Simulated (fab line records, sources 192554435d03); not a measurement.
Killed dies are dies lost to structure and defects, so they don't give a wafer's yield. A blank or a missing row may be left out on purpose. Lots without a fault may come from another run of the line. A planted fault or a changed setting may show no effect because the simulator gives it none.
Chamber matching | flow n5_finfet | N5_BEOL_M6_ETCH_61 on rie_diel-04: 4 sister chambers
The step etches SiARC in CF4, target depth 45.5 nm, time 75.8 s. 4 wafers are shown with their chamber, then 12 later ones without.

WAFERS WITH THEIR CHAMBER
wafer  | chamber | drypump_motor_current_A (A)
L088.2 | 3       | 5.6
L091.1 | 1       | 5.4
L091.3 | 0       | 6.1
L091.4 | 2       | 6.4

WAFERS WITHOUT THEIR CHAMBER
wafer  | drypump_motor_current_A (A)
L089.1 | 6.1
L089.4 | 6.4
L089.6 | 5.4
L092.2 | 5.7
L092.4 | 5.4
L092.6 | 6.4
L094.2 | 6.4
L094.3 | 5.6
L094.5 | 6.3
L097.2 | 6.1
L097.3 | 6.4
L097.6 | 5.4

WHICH CHAMBER EACH WENT THROUGH
wafer  | from the rows above | in truth
L089.1 | 0                   | 0
L089.4 | 2                   | 2
L089.6 | 1                   | 1
L092.2 | 3                   | 3
L092.4 | 1                   | 1
L092.6 | 2                   | 2
L094.2 | 2                   | 2
L094.3 | 3                   | 3
L094.5 | 2                   | 2
L097.2 | 0                   | 0
L097.3 | 2                   | 2
L097.6 | 1                   | 1
Placed correctly: 12 of 12. Can't be placed from these rows: 0. Placed wrongly: 0.
How it was worked out, from the rows above alone: a wafer's distance from a chamber is the root of the sum, over the readings, of the square of ((its reading less the chamber's mean) divided by the reading's scatter). The wafer belongs to the nearest chamber; if the next one is less than 2 further off, it can't be placed. A chamber's mean is the mean of its shown wafers. The scatter: with one shown wafer a chamber, the root of the mean of the squares of how far each hidden wafer lies from its nearest shown one.
